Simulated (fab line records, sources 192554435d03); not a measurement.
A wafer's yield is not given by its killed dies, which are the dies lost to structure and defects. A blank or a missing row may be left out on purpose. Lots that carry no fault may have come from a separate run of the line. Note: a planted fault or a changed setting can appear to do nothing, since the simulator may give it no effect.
fab line records	flow n5-finfet	part 1 of 2: steps 1 to 4 of 6
record: lots: 24	wafers: 72	last-day: 18
route steps=1938 shown MOL_CONTACT_COAG@539 BEOL_M0_SAQP@636
lots untouched by any fault: they come from a run of this same line in which no faults occurred
start-h: the number of hours between the record's first day and the start of the first shown wafer of the lot	wait-h: hours from the lot's prior step to this one	" the same as in the row above	L1.1+2: a row that stands for several wafers	- value missing, or start not given	* or withheld: withheld	< > ~ a bound
route shown NAME@n: a module of which the file shows steps, and the number in the route of the first	usual: mean/standard deviation taken from wafers without a fault	same: alike in all rows	chamber/n: place in a boat	sites: per-site readings	_std_site: the standard deviation of these	_edge_site: mean of outer sites minus mean of inner sites	radius-mm: how far each site lies from the wafer's centre	mask NAME#n: copy n	behind: tool/chamber where the wafer was last shaped	hold: reason for holding the lot/hours on hold/outcome of the hold	device: the n, p or np transistor that did not switch	end of line: the tests these same wafers got at the end of their route	for a step that has no rows: nothing shown but its recipe	killed: count of dies lost to structure and defects at first sort (not the wafer's yield)	map: shows each die of a wafer: x if killed, . if not, _ if none is there
set.NAME: setting as actually run; set.NAME@STEP: the setting as run at that earlier step	model.NAME: the simulator's own value behind a step, which no gauge read
steps of the route over a sample of lots; a table a step, a row a wafer
services: the hour from which a tool's chamber was out of use, counted from the record's first day as start-h (under 0 if before that day), plus the number of hours and why
== steps ==
step: N5_MOL_CONTACT_COAG_STRIP_98
recipe: chemistry: N2/H2	power-w: 500	temp-c: 40	pressure-mtorr: 50	rf-frequency-hz: 6e+07	overash-fraction: 0.3	bias-power-w: 8	h2-frac: 0.5	n2-flow-sccm: 300	h2-flow-sccm: 300
usual: drypump-motor-current-A: 5.6/0.46	oes-product-au: 0.83/0.068	rf-vpp-V: 54.1/1.4	showerhead-plenum-p-Torr: 3.37/0.095	throttle-valve-pct: 18.8/0.48
lot.wafer	tool	chamber	start-h	wait-h	drypump-motor-current-A	oes-product-au	rf-hours-counter-h	rf-vpp-V	showerhead-plenum-p-Torr	throttle-valve-pct
L074.4	rie-diel-02	3	90.98	0.0	5.4	0.80	-	51.8	3.51	18.6
L074.5	"	1	"	"	5.0	0.93	-	52.7	3.30	19.0
L074.6	"	0	"	"	5.4	0.75	-	54.6	3.37	19.1
L075.2	rie-diel-03	1	96.62	0.0	6.2	0.94	15	56.0	3.44	18.6
L075.4	"	0	"	"	5.5	0.87	46	56.2	3.55	18.0
L075.6	"	1	"	"	6.2	0.94	-	53.3	3.44	18.6
L076.2	rie-diel-02	0	101.73	0.0	5.4	0.75	129	53.3	3.37	19.1
L076.3	"	1	"	"	5.1	0.92	12	52.9	3.30	19.0
L076.5	"	1	"	"	5.0	0.91	-	52.7	3.30	19.0
L077.1	rie-diel-02	3	109.30	0.0	5.4	0.80	124	56.0	3.51	18.6
L077.2	"	0	"	"	5.4	0.75	132	55.4	3.37	19.1
L077.5	"	2	"	"	5.1	0.96	-	54.1	3.31	19.5
L078.2	rie-diel-02	0	117.25	0.0	5.4	0.72	135	55.2	3.36	19.1
L078.5	"	2	"	"	5.1	0.96	-	54.9	3.31	19.5
L078.6	"	3	"	"	5.4	0.81	-	54.8	3.51	18.6
L079.3	rie-diel-03	3	129.44	0.0	6.0	0.76	119	51.1	3.37	19.3
L079.4	"	2	"	"	5.6	0.92	16	52.7	3.42	18.1
L079.5	"	1	"	"	6.2	0.91	-	54.9	3.43	18.6
L080.2	rie-diel-03	2	131.55	0.0	5.6	0.89	17	53.8	3.42	18.0
L080.5	"	3	"	"	6.0	0.76	-	54.7	3.37	19.2
L080.6	"	2	"	"	5.6	0.90	-	52.8	3.42	18.1
L081.2	rie-diel-06	3	136.85	0.0	6.6	0.82	78	54.6	3.41	19.4
L081.4	"	3	"	"	6.6	0.82	-	54.4	3.41	19.4
L081.5	"	1	"	"	4.9	0.76	-	50.6	3.21	18.9
L082.1	rie-diel-06	0	138.20	0.0	6.3	0.90	25	54.1	3.29	18.6
L082.3	"	3	"	"	6.6	0.81	79	54.6	3.41	19.4
L082.5	"	1	"	"	4.9	0.76	-	54.0	3.21	18.9
L083.1	rie-diel-02	0	144.04	0.0	5.4	0.72	144	54.1	3.36	19.2
L083.3	"	3	"	"	5.4	0.80	135	55.2	3.50	18.7
L083.4	"	1	"	"	5.1	0.87	29	55.7	3.29	19.0
L084.2	rie-diel-06	3	147.48	0.0	6.6	0.80	82	53.1	3.41	19.4
L084.4	"	2	"	"	5.5	0.82	85	54.4	3.25	18.4
L084.6	"	3	"	"	6.6	0.79	-	56.2	3.41	19.4
L085.1	rie-diel-03	3	155.41	0.0	6.0	0.78	126	53.5	3.36	19.3
L085.2	"	1	"	"	6.2	0.91	36	52.0	3.43	18.6
L085.6	"	2	"	"	5.6	0.90	-	53.5	3.41	18.1
L086.3	rie-diel-02	2	161.29	0.0	5.1	0.91	22	52.3	3.30	19.5
L086.4	"	3	"	"	5.4	0.79	141	52.8	3.50	18.7
L086.5	"	0	"	"	5.4	0.73	-	53.4	3.36	19.2
L087.3	rie-diel-02	3	165.04	0.0	5.4	0.78	143	54.0	3.50	18.7
L087.4	"	3	"	"	5.4	0.78	-	54.5	3.50	18.7
L087.5	"	0	"	"	5.3	0.73	-	52.7	3.36	19.2
L088.2	rie-diel-03	0	175.02	0.0	5.5	0.85	72	53.5	3.54	18.1
L088.4	"	1	"	"	6.1	0.88	40	55.1	3.42	18.6
L088.5	"	2	"	"	5.6	0.89	-	54.4	3.41	18.1
L089.2	rie-diel-03	1	184.61	0.0	6.1	0.89	43	55.6	3.42	18.7
L089.3	"	2	"	"	5.6	0.88	32	54.2	3.41	18.1
L089.5	"	3	"	"	6.0	0.77	-	54.6	3.36	19.3
L090.3	rie-diel-06	3	194.65	0.0	6.6	0.79	97	54.0	3.40	19.4
L090.4	"	1	"	"	4.8	0.74	168	53.8	3.20	18.9
L090.5	"	1	"	"	4.8	0.73	-	55.0	3.20	18.9
L092.1	rie-diel-03	3	196.54	0.0	6.0	0.76	138	55.1	3.36	19.3
L092.2	"	1	"	"	6.1	0.87	47	54.1	3.42	18.7
L092.3	"	2	"	"	5.6	0.89	36	51.6	3.41	18.1
L091.1	rie-diel-03	1	197.35	0.0	6.1	0.88	47	54.7	3.42	18.6
L091.2	"	2	"	"	5.6	0.87	36	53.8	3.41	18.1
L091.3	"	3	"	"	6.0	0.75	138	54.8	3.36	19.3
L093.2	rie-diel-06	1	203.79	0.0	4.9	0.74	171	51.6	3.20	18.9
L093.3	"	3	"	"	6.6	0.77	99	53.8	3.40	19.4
L093.4	"	2	"	"	5.4	0.79	103	55.2	3.24	18.5
L094.1	rie-diel-03	0	213.23	0.0	5.5	0.82	83	55.3	3.53	18.1
L094.5	"	0	"	"	5.5	0.81	-	54.4	3.53	18.1
L094.6	"	3	"	"	6.0	0.76	-	54.2	3.35	19.3
L095.2	rie-diel-06	0	224.63	0.0	6.2	0.85	52	52.7	3.27	18.6
L095.3	"	1	"	"	4.9	0.73	178	53.5	3.19	18.9
L095.4	"	2	"	"	5.4	0.78	110	56.1	3.24	18.5
L097.2	rie-diel-02	2	234.02	0.0	5.2	0.87	48	55.2	3.29	19.6
L097.4	"	1	"	"	5.0	0.84	57	51.4	3.28	19.1
L097.5	"	0	"	"	5.4	0.71	-	55.1	3.34	19.2
L096.1	rie-diel-03	1	237.56	0.0	6.2	0.86	61	53.8	3.41	18.7
L096.2	"	3	"	"	6.0	0.75	153	54.9	3.35	19.3
L096.4	"	0	"	"	5.5	0.81	92	53.7	3.52	18.1
step: N5_MOL_CONTACT_COAG_ALD_27
recipe: material: SiOC	target-thk-a: 170	temp-c: 400	ald-precursor-family: carbosiloxane	ald-co-reactant: H2-plasma	pulse-time-s: 1.5	time-s: 2720	purge-time-s: 2	co-reactant-purge-time-s: 2	ald-cycles: 340	pressure-torr: 2
usual: heater-power-w: 856/110	precursor-pulse-height-rel: 1.001/0.02
same: pulse-time-s: 1.5
lot.wafer	tool	chamber	start-h	wait-h	heater-power-w	precursor-pulse-height-rel
L074.4	ald-sin-03	1	97.13	0.0	765	1.020
L074.5	"	1	"	"	769	0.992
L074.6	"	2	"	"	799	1.018
L075.2	ald-sin-03	1	105.34	0.0	754	0.981
L075.4	"	2	"	"	817	1.011
L075.6	"	1	"	"	773	0.984
L076.2	ald-sin-02	1	109.66	0.1	847	0.966
L076.3	"	3	"	"	940	0.997
L076.5	"	2	"	"	885	0.976
L077.1	ald-sin-03	1	115.22	0.0	771	1.022
L077.2	"	2	"	"	812	1.031
L077.5	"	2	"	"	802	1.009
L078.2	ald-sin-01	1	121.54	0.0	821	0.996
L078.5	"	3	"	"	626	0.997
L078.6	"	2	"	"	820	0.965
L079.3	ald-sin-02	1	134.33	0.0	857	0.990
L079.4	"	0	"	"	1002	0.989
L079.5	"	2	"	"	929	0.988
L080.2	ald-sin-01	0	137.88	0.0	961	1.015
L080.5	"	0	"	"	975	1.012
L080.6	"	3	"	"	661	1.001
L081.2	ald-sin-01	0	142.73	0.0	989	1.016
L081.4	"	1	"	"	843	0.984
L081.5	"	2	"	"	813	1.006
L082.1	ald-sin-02	1	146.69	0.0	855	1.035
L082.3	"	2	"	"	907	0.983
L082.5	"	0	"	"	1010	1.032
L083.1	ald-sin-02	0	150.11	0.0	1000	0.991
L083.3	"	2	"	"	901	0.997
L083.4	"	3	"	"	904	1.000
L084.2	ald-sin-01	1	153.23	0.0	825	0.962
L084.4	"	2	"	"	826	1.022
L084.6	"	1	"	"	815	0.986
L085.1	ald-sin-02	1	162.15	0.3	866	0.985
L085.2	"	2	"	"	896	0.985
L085.6	"	0	"	"	982	0.992
L087.3	ald-sin-01	2	169.13	0.0	842	1.028
L087.4	"	3	"	"	649	0.982
L087.5	"	1	"	"	833	0.971
L086.3	ald-sin-01	1	173.19	0.2	832	0.967
L086.4	"	0	"	"	971	0.981
L086.5	"	0	"	"	971	1.038
L088.2	ald-sin-01	0	182.32	0.2	977	1.004
L088.4	"	1	"	"	824	0.975
L088.5	"	1	"	"	814	0.987
L089.2	ald-sin-03	1	192.98	0.0	783	1.023
L089.3	"	0	"	"	982	1.023
L089.5	"	1	"	"	774	1.021
L090.3	ald-sin-02	2	201.58	0.0	901	0.988
L090.4	"	1	"	"	866	0.986
L090.5	"	3	"	"	919	0.983
L092.1	ald-sin-03	1	203.41	0.0	760	0.979
L092.2	"	2	"	"	808	1.006
L092.3	"	0	"	"	993	0.961
L091.1	ald-sin-01	2	203.95	0.3	834	1.047
L091.2	"	0	"	"	972	1.016
L091.3	"	3	"	"	649	1.027
L093.2	ald-sin-03	0	210.65	0.0	997	1.005
L093.3	"	1	"	"	768	1.001
L093.4	"	2	"	"	790	0.979
L094.1	ald-sin-03	2	219.81	0.0	789	0.995
L094.5	"	1	"	"	776	1.001
L094.6	"	2	"	"	791	0.974
L095.2	ald-sin-02	0	234.04	0.0	991	0.983
L095.3	"	3	"	"	918	0.969
L095.4	"	2	"	"	901	0.973
L097.2	ald-sin-01	2	241.09	0.0	845	1.021
L097.4	"	0	"	"	984	1.028
L097.5	"	2	"	"	856	0.977
L096.1	ald-sin-02	3	244.81	0.0	920	1.013
L096.2	"	1	"	"	877	0.974
L096.4	"	2	"	"	895	0.998
step: N5_MOL_CONTACT_COAG_OVL_MEAS_41
recipe: points-per-wafer: 522
usual: VD_OVL: -0.1/0.7
lot.wafer	tool	chamber	start-h	wait-h	VD_OVL[nm]
L074.4	overlay-02	0	101.32	0.0	-0.5
L074.5	"	0	"	"	-0.9
L074.6	"	0	"	"	-0.6
L075.2	overlay-01	0	111.27	0.0	-0.1
L075.4	"	0	"	"	-0.9
L075.6	"	0	"	"	-0.7
L076.2	overlay-02	0	113.82	0.0	0.7
L076.3	"	0	"	"	0.9
L076.5	"	0	"	"	0.9
L077.1	overlay-02	0	120.18	0.0	-0.2
L077.2	"	0	"	"	0.0
L077.5	"	0	"	"	0.4
L078.2	overlay-01	0	125.73	0.0	-0.1
L078.5	"	0	"	"	0.5
L078.6	"	0	"	"	0.0
L079.3	overlay-02	0	138.72	0.0	-1.1
L079.4	"	0	"	"	-0.7
L079.5	"	0	"	"	-0.4
L080.2	overlay-01	0	143.38	0.0	-0.2
L080.5	"	0	"	"	0.9
L080.6	"	0	"	"	0.5
L081.2	overlay-01	0	147.34	0.0	0.8
L081.4	"	0	"	"	0.2
L081.5	"	0	"	"	-0.7
L082.1	overlay-01	0	150.83	0.0	-0.1
L082.3	"	0	"	"	-0.2
L082.5	"	0	"	"	0.0
L083.1	overlay-02	0	154.25	0.0	0.4
L083.3	"	0	"	"	-1.0
L083.4	"	0	"	"	-0.6
L084.2	overlay-01	0	157.55	0.0	-0.2
L084.4	"	0	"	"	-1.5
L084.6	"	0	"	"	-1.6
L085.1	overlay-01	0	166.43	0.0	0.3
L085.2	"	0	"	"	0.1
L085.6	"	0	"	"	0.5
L087.3	overlay-02	0	173.50	0.0	0.2
L087.4	"	0	"	"	1.1
L087.5	"	0	"	"	-0.5
L086.3	overlay-01	0	177.82	0.0	-0.7
L086.4	"	0	"	"	1.1
L086.5	"	0	"	"	0.4
L088.2	overlay-01	0	187.15	0.0	0.6
L088.4	"	0	"	"	-0.2
L088.5	"	0	"	"	0.9
L089.2	overlay-01	0	197.31	0.0	-0.8
L089.3	"	0	"	"	-1.0
L089.5	"	0	"	"	0.3
L090.3	overlay-01	0	206.25	0.0	-0.2
L090.4	"	0	"	"	0.2
L090.5	"	0	"	"	-0.7
L092.1	overlay-01	0	207.43	0.0	-1.1
L092.2	"	0	"	"	-0.7
L092.3	"	0	"	"	0.5
L091.1	overlay-02	0	208.67	0.0	-0.6
L091.2	"	0	"	"	-1.6
L091.3	"	0	"	"	0.3
L093.2	overlay-02	0	214.89	0.0	0.9
L093.3	"	0	"	"	1.3
L093.4	"	0	"	"	1.8
L094.1	overlay-02	0	225.18	0.0	0.0
L094.5	"	0	"	"	-0.8
L094.6	"	0	"	"	-0.5
L095.2	overlay-02	0	238.77	0.0	-0.1
L095.3	"	0	"	"	0.9
L095.4	"	0	"	"	0.7
L097.2	overlay-02	0	245.53	0.0	0.0
L097.4	"	0	"	"	-0.4
L097.5	"	0	"	"	-0.4
L096.1	overlay-01	0	250.35	0.0	-1.1
L096.2	"	0	"	"	-1.0
L096.4	"	0	"	"	-1.5
step: N5_MOL_CONTACT_COAG_DESCUM_45
recipe: chemistry: O2	time-s: 7	source-power-w: 50	bias-power-w: 20	pressure-mtorr: 20	rf-frequency-hz: 2.712e+07	temp-c: 40	resist: CAR-EUV	o2-flow-sccm: 225
usual: drypump-motor-current-A: 5.6/0.5	oes-product-au: 0.83/0.067	rf-vpp-V: 243.3/1.3	showerhead-plenum-p-Torr: 2.10/0.069	throttle-valve-pct: 20.33/0.26
lot.wafer	tool	chamber	start-h	wait-h	drypump-motor-current-A	oes-product-au	rf-hours-counter-h	rf-vpp-V	showerhead-plenum-p-Torr	throttle-valve-pct
L074.4	rie-diel-03	1	101.48	0.1	6.1	0.94	-	244.9	2.15	20.15
L074.5	"	0	"	"	5.4	0.88	-	245.1	2.23	19.94
L074.6	"	2	"	"	5.6	0.95	-	244.2	2.14	19.96
L075.2	rie-diel-03	1	111.53	0.2	6.1	0.93	22	243.6	2.15	20.15
L075.4	"	3	"	"	6.0	0.79	112	243.5	2.10	20.10
L075.6	"	0	"	"	5.5	0.85	-	244.0	2.22	19.95
L076.2	rie-diel-02	2	114.26	0.4	5.1	0.96	6	242.7	2.05	20.57
L076.3	"	0	"	"	5.4	0.73	134	243.1	2.08	20.43
L076.5	"	2	"	"	5.1	0.96	-	242.9	2.05	20.58
L077.1	rie-diel-03	0	120.61	0.4	5.5	0.86	57	245.4	2.22	19.94
L077.2	"	3	"	"	6.0	0.78	116	242.8	2.10	20.11
L077.5	"	2	"	"	5.6	0.90	-	244.8	2.14	19.99
L078.2	rie-diel-02	1	125.82	0.0	5.0	0.88	23	243.5	2.04	20.33
L078.5	"	1	"	"	5.0	0.89	-	242.9	2.04	20.34
L078.6	"	2	"	"	5.1	0.95	-	243.7	2.05	20.57
L079.3	rie-diel-03	3	138.80	0.0	6.0	0.77	122	242.9	2.09	20.12
L079.4	"	0	"	"	5.5	0.84	63	244.7	2.22	19.93
L079.5	"	3	"	"	6.0	0.76	-	243.2	2.09	20.13
L080.2	rie-diel-03	3	143.46	0.0	6.0	0.77	123	242.6	2.09	20.13
L080.5	"	0	"	"	5.4	0.85	-	244.1	2.22	19.97
L080.6	"	1	"	"	6.1	0.91	-	243.0	2.14	20.16
L081.2	rie-diel-03	1	147.43	0.0	6.1	0.91	34	243.1	2.14	20.15
L081.4	"	3	"	"	6.0	0.78	124	241.8	2.09	20.13
L081.5	"	3	"	"	6.0	0.77	-	243.2	2.09	20.13
L082.1	rie-diel-06	3	150.93	0.0	6.6	0.80	83	244.3	2.12	20.62
L082.3	"	0	"	"	6.2	0.89	30	242.2	2.04	20.43
L082.5	"	1	"	"	4.9	0.75	-	242.1	2.03	20.71
L083.1	rie-diel-02	2	154.34	0.0	5.1	0.92	20	242.2	2.05	20.60
L083.3	"	1	"	"	5.0	0.87	33	243.1	2.04	20.35
L083.4	"	3	"	"	5.4	0.78	139	244.6	2.20	20.58
L084.2	rie-diel-06	2	157.66	0.1	5.4	0.82	88	242.9	2.02	20.32
L084.4	"	1	"	"	4.9	0.75	157	241.6	2.03	20.72
L084.6	"	0	"	"	6.2	0.88	-	242.5	2.04	20.42
L085.1	rie-diel-06	3	166.53	0.0	6.6	0.79	88	244.6	2.12	20.62
L085.2	"	1	"	"	4.8	0.74	160	241.0	2.03	20.71
L085.6	"	3	"	"	6.6	0.79	-	243.1	2.12	20.62
L087.3	rie-diel-03	0	174.34	0.8	5.5	0.84	71	245.4	2.22	19.97
L087.4	"	3	"	"	6.0	0.78	131	243.5	2.09	20.13
L087.5	"	1	"	"	6.1	0.90	-	243.0	2.14	20.17
L086.3	rie-diel-06	3	177.90	0.0	6.6	0.79	92	243.9	2.12	20.63
L086.4	"	1	"	"	4.8	0.73	163	242.1	2.03	20.73
L086.5	"	2	"	"	5.5	0.80	-	242.8	2.02	20.33
L088.2	rie-diel-03	2	187.23	0.0	5.6	0.87	34	244.7	2.13	20.02
L088.4	"	3	"	"	6.0	0.76	136	244.0	2.09	20.15
L088.5	"	0	"	"	5.4	0.84	-	245.4	2.22	19.96
L089.2	rie-diel-06	3	197.40	0.0	6.6	0.79	97	243.9	2.12	20.64
L089.3	"	2	"	"	5.4	0.80	100	241.7	2.01	20.32
L089.5	"	1	"	"	4.8	0.73	-	241.6	2.02	20.73
L090.3	rie-diel-02	1	206.33	0.0	5.0	0.85	47	241.4	2.03	20.40
L090.4	"	3	"	"	5.4	0.76	155	245.1	2.20	20.59
L090.5	"	3	"	"	5.4	0.77	-	245.4	2.19	20.60
L092.1	rie-diel-06	3	207.55	0.1	6.6	0.78	101	243.2	2.12	20.65
L092.2	"	2	"	"	5.4	0.78	104	242.8	2.01	20.35
L092.3	"	1	"	"	4.8	0.72	172	241.8	2.02	20.75
L091.1	rie-diel-02	2	208.76	0.0	5.1	0.90	38	242.2	2.04	20.62
L091.2	"	0	"	"	5.4	0.72	165	243.5	2.07	20.49
L091.3	"	1	"	"	5.0	0.84	48	244.5	2.03	20.37
L093.2	rie-diel-03	3	215.10	0.0	6.0	0.75	144	244.4	2.09	20.16
L093.3	"	2	"	"	5.6	0.85	42	244.1	2.13	20.05
L093.4	"	1	"	"	6.1	0.89	53	244.9	2.13	20.20
L094.1	rie-diel-02	2	225.27	0.0	5.1	0.86	45	241.6	2.04	20.64
L094.5	"	3	"	"	5.4	0.75	-	245.8	2.19	20.62
L094.6	"	0	"	"	5.4	0.71	-	243.3	2.07	20.51
L095.2	rie-diel-06	1	238.86	0.0	4.8	0.71	184	241.1	2.02	20.77
L095.3	"	0	"	"	6.2	0.85	57	243.1	2.03	20.48
L095.4	"	2	"	"	5.4	0.79	-	241.8	2.01	20.35
L097.2	rie-diel-03	3	245.62	0.0	6.0	0.75	155	242.9	2.08	20.18
L097.4	"	0	"	"	5.5	0.81	94	245.1	2.21	20.02
L097.5	"	3	"	"	6.0	0.75	-	243.9	2.08	20.17
L096.1	rie-diel-06	2	250.56	0.1	5.4	0.78	121	240.6	2.01	20.39
L096.2	"	3	"	"	6.6	0.77	114	243.5	2.11	20.66
L096.4	"	0	"	"	6.2	0.83	61	240.7	2.03	20.47
